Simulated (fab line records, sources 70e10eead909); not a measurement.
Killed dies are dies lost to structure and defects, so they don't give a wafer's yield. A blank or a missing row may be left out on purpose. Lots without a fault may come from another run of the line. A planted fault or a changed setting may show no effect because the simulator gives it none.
A struck lot beside a sound one | flow nand_harc | 14 steps out of a route of 1302
Sound: wafers L825.2, L825.3, L825.5. Struck: wafers L838.2, L838.3, L838.4. The cause comes at the end.
At each step with rows: each side's tool, then ch and its chambers, then its first start. Under that, the readings that differ: sound wafers | struck wafers | difference of the means | sigmas: that difference in standard deviations of wafers without a fault.
alike: readings whose means differ by less than 2 such deviations, and words and numbers that are the same on both sides. not compared: withheld readings, readings that some wafer has no value for, bounds like >300 that may hide the same value, and numbers for which the record gives no deviation and whose values overlap.
The two part at a step that has a row with sigmas, a row that says differs or no value, or rows on one side only. Numbers that don't overlap but have no deviation are shown without sigmas and don't part them. A reading that every wafer of one side lacks parts them only if that side has two wafers or more.

NHARC_A_ONON_D1_THK_MEAS_30: measures by ellipsometry.
  sound on film_metro-01, day 12 03:20; struck on film_metro-01, day 17 07:59
  reading     | sound       | struck         | difference | sigmas
  thk_nm (nm) | 991 991 991 | 1010 1011 1012 | +20        | +2
NHARC_A_ONON_D1_DEP_33: deposits SiO2, target thk 200 nm.
  sound on pecvd-02 ch 0,2, day 12 03:26; struck on pecvd-02 ch 0,1, day 17 08:02
  alike: heater_power_w, rf_fwd_power_W, throttle_valve_pct
NHARC_A_ONON_D1_THK_MEAS_34: measures by ellipsometry.
  sound on film_metro-02, day 12 03:50; struck on film_metro-02, day 17 08:27
  reading     | sound             | struck            | difference | sigmas
  thk_nm (nm) | 192.4 191.4 197.1 | 197.9 202.5 202.8 | +7.4       | +3
NHARC_A_ONON_D1_INSPECT_32:
  sound on defect_inspect-01, day 12 03:55; struck on defect_inspect-01, day 17 08:32
  alike: raw_defect_count
NHARC_A_CHANNEL_HOLE_D1_DEP_00: deposits aC, target thk 3100 nm.
  sound on acl_dep-01 ch 0, day 12 06:53; struck on acl_dep-02 ch 0, day 17 11:50
  alike: throttle_valve_pct
NHARC_A_CHANNEL_HOLE_D1_DEP_01: deposits SiON, target thk 140 nm.
  sound on pecvd-03 ch 0,1,2, day 12 08:30; struck on pecvd-04 ch 1,2, day 17 13:25
  alike: heater_power_w, rf_fwd_power_W
then, 5 steps without rows for these wafers: NHARC_A_CHANNEL_HOLE_D1_DEHYDRATE_02 (time 120 s); NHARC_A_CHANNEL_HOLE_D1_HMDS_03 (time 30 s); NHARC_A_CHANNEL_HOLE_D1_COAT_36 (time 75 s); NHARC_A_CHANNEL_HOLE_D1_COAT_37 (time 65 s); NHARC_A_CHANNEL_HOLE_D1_COAT_04 (resist thk 90 nm).
NHARC_A_CHANNEL_HOLE_D1_SOFTBAKE_05: time 55 s.
  sound on litho_track-04 ch 0, day 12 08:00; struck on litho_track-01 ch 0, day 17 13:00
  reading                  | sound                | struck               | difference | sigmas
  heater_power_total_W (W) | 188.45 188.31 188.44 | 181.15 181.45 181.14 | -7.15      | -51
  alike: resist_line_temp_C
then, 1 step without rows for these wafers: NHARC_A_CHANNEL_HOLE_D1_EBR_06.
NHARC_END_SORT_01:
  the record has rows for the sound wafers here (prober-02 ch 0, day 28 10:10) and none for the struck ones

WHERE THEY PART
First at NHARC_A_ONON_D1_THK_MEAS_30; last, within this record, at NHARC_END_SORT_01.

WHY: what the simulator had put in
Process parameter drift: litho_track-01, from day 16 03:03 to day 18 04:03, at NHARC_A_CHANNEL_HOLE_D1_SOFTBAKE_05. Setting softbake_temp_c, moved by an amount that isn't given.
